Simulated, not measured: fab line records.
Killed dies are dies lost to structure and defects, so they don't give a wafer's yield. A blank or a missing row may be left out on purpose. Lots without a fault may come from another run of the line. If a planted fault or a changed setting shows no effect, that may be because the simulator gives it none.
Struck lot and sound lot, side by side + flow nand_harc + 39 steps out of a route of 1159
Sound: wafers L487.1, L487.5, L487.6. Struck: wafer L502.6. (L502.3, L502.5 of the same lot were not struck and are left out.) The cause comes at the end.
Per side, at each step with rows, come the tool, then ch with its chambers, and then its first start. Under that, the readings that differ: sound wafers + struck wafers + difference of the means + sigmas: that difference in standard deviations of wafers without a fault.
alike: readings with means less than 2 such deviations apart, plus words and numbers identical on both sides. not compared: withheld readings, readings lacking a value on some wafer, bounds such as >300 that could conceal the same value, and numbers that have no deviation in the record and whose values overlap.
A row with sigmas, a row that says differs or no value, or rows on one side alone: a step with any of these is where the two part. Numbers that have no deviation but don't overlap get no sigmas and don't part them. A reading that every wafer of one side lacks parts them only if that side has two wafers or more.

first, 9 steps without rows for these wafers: NHARC_A_STAIRCASE_HMDS_210 (time 30 s); NHARC_A_STAIRCASE_COAT_211; NHARC_A_STAIRCASE_SOFTBAKE_212 (time 170 s); NHARC_A_STAIRCASE_EBR_213; NHARC_A_STAIRCASE_EXPOSE_214 (exposes mask STAIR 3); NHARC_A_STAIRCASE_PEB_215 (peb time 130 s); NHARC_A_STAIRCASE_DEVELOP_216 (time 140 s); NHARC_A_STAIRCASE_HARDBAKE_218 (time 140 s); NHARC_A_STAIRCASE_DESCUM_219 (chemistry O2, time 3 s).
NHARC_A_STAIRCASE_TRIM_220: chemistry O2, time 211.2 s.
  sound on rie_diel-12 ch 0,1,2, day 11 20:57; struck on rie_diel-05 ch 1, day 15 18:06
| reading                | sound                | struck | difference | sigmas |
|------------------------|----------------------|--------|------------|--------|
| throttle_valve_pct (%) | 17.059 17.041 17.033 | 17.025 | -0.019     | -2     |
  alike: drypump_motor_current_A, oes_product_au, rf_vpp_V, showerhead_plenum_p_Torr
  not compared: rf_hours_counter_h
then, 1 step without rows for these wafers: NHARC_A_STAIRCASE_ETCH_221 (etches the open film in C4F8/O2, target depth 100 nm, time 40.5 s).
NHARC_A_STAIRCASE_TRIM_222: chemistry O2, time 211.2 s.
  sound on rie_diel-12 ch 0,1,2, day 11 21:13; struck on rie_diel-05 ch 1, day 15 18:20
  alike: drypump_motor_current_A, oes_product_au, rf_vpp_V, showerhead_plenum_p_Torr, throttle_valve_pct
  not compared: rf_hours_counter_h
NHARC_A_STAIRCASE_ETCH_223: etches the open film in C4F8/O2, target depth 100 nm, time 40.5 s.
  sound: rie_diel-12 ch 0,1,2; struck: rie_diel-05 ch 0
| reading               | sound             | struck | difference | sigmas |
|-----------------------|-------------------|--------|------------|--------|
| oes_product_au (a.u.) | 0.933 0.927 0.923 | 0.959  | +0.031     | +3     |
  alike: rf_vpp_V
  not compared: rf_hours_counter_h
then, 6 steps without rows for these wafers: NHARC_A_STAIRCASE_TRIM_224 (chemistry O2, time 211.2 s); NHARC_A_STAIRCASE_ETCH_225 (etches the open film in C4F8/O2, target depth 100 nm, time 40.5 s); NHARC_A_STAIRCASE_TRIM_226 (chemistry O2, time 211.2 s); NHARC_A_STAIRCASE_ETCH_227 (etches the open film in C4F8/O2, target depth 100 nm, time 40.5 s); NHARC_A_STAIRCASE_TRIM_229 (chemistry O2, time 211.2 s); NHARC_A_STAIRCASE_ETCH_230 (etches the open film in C4F8/O2, target depth 100 nm, time 40.5 s).
NHARC_A_STAIRCASE_TRIM_231: chemistry O2, time 211.2 s.
  sound: rie_diel-12 ch 0,3; struck: rie_diel-02 ch 2
| reading      | sound          | struck | difference | sigmas |
|--------------|----------------|--------|------------|--------|
| rf_vpp_V (V) | 58.7 58.0 58.4 | 56.6   | -1.8       | -2     |
  alike: drypump_motor_current_A, oes_product_au, showerhead_plenum_p_Torr, throttle_valve_pct
  not compared: rf_hours_counter_h
then, 4 steps without rows for these wafers: NHARC_A_STAIRCASE_ETCH_232 (etches the open film in C4F8/O2, target depth 100 nm, time 40.5 s); NHARC_A_STAIRCASE_TRIM_233 (chemistry O2, time 211.2 s); NHARC_A_STAIRCASE_ETCH_234 (etches the open film in C4F8/O2, target depth 100 nm, time 40.5 s); NHARC_A_STAIRCASE_TRIM_235 (chemistry O2, time 211.2 s).
NHARC_A_STAIRCASE_ETCH_236: etches the open film in C4F8/O2, target depth 100 nm, time 40.5 s.
  sound: rie_diel-12 ch 2,3; struck: rie_diel-02 ch 2
  alike: oes_product_au, rf_vpp_V
  not compared: rf_hours_counter_h
NHARC_A_STAIRCASE_STRIP_238: strips in O2.
  sound on plasma_asher-01 ch 0,1, day 11 23:10; struck on plasma_asher-01 ch 0, day 15 20:19
  alike: drypump_motor_current_A, heater_power_w
  not compared: rf_hours_counter_h
then, 12 steps without rows for these wafers: NHARC_A_STAIRCASE_STRIP_239 (strips in SPM, time 900 s); NHARC_A_STAIRCASE_PRECLEAN_240 (cleans in SC1); NHARC_A_STAIRCASE_SRD_241; NHARC_A_STAIRCASE_DEHYDRATE_242 (time 120 s); NHARC_A_STAIRCASE_HMDS_243 (time 30 s); NHARC_A_STAIRCASE_COAT_244; NHARC_A_STAIRCASE_SOFTBAKE_245 (time 170 s); NHARC_A_STAIRCASE_EBR_246; NHARC_A_STAIRCASE_EXPOSE_247 (exposes mask SDS 1); NHARC_A_STAIRCASE_PEB_248 (peb time 130 s); NHARC_A_STAIRCASE_DEVELOP_249 (time 140 s); NHARC_A_STAIRCASE_HARDBAKE_251 (time 140 s).
-- the record jumps here: 9 days lie between the struck wafers' starts before and after (it left off in module A_STAIRCASE and takes up again in module END, whose first step shown is number 1159 of the route) --
NHARC_END_SORT_01:
  here the record holds rows for the struck wafers (prober-01 ch 0, day 24 18:13) but none for the sound ones

## WHERE THEY PART
Last at NHARC_END_SORT_01 as far as this record goes, first at NHARC_A_STAIRCASE_TRIM_220.

WHY: the cause the simulator had injected
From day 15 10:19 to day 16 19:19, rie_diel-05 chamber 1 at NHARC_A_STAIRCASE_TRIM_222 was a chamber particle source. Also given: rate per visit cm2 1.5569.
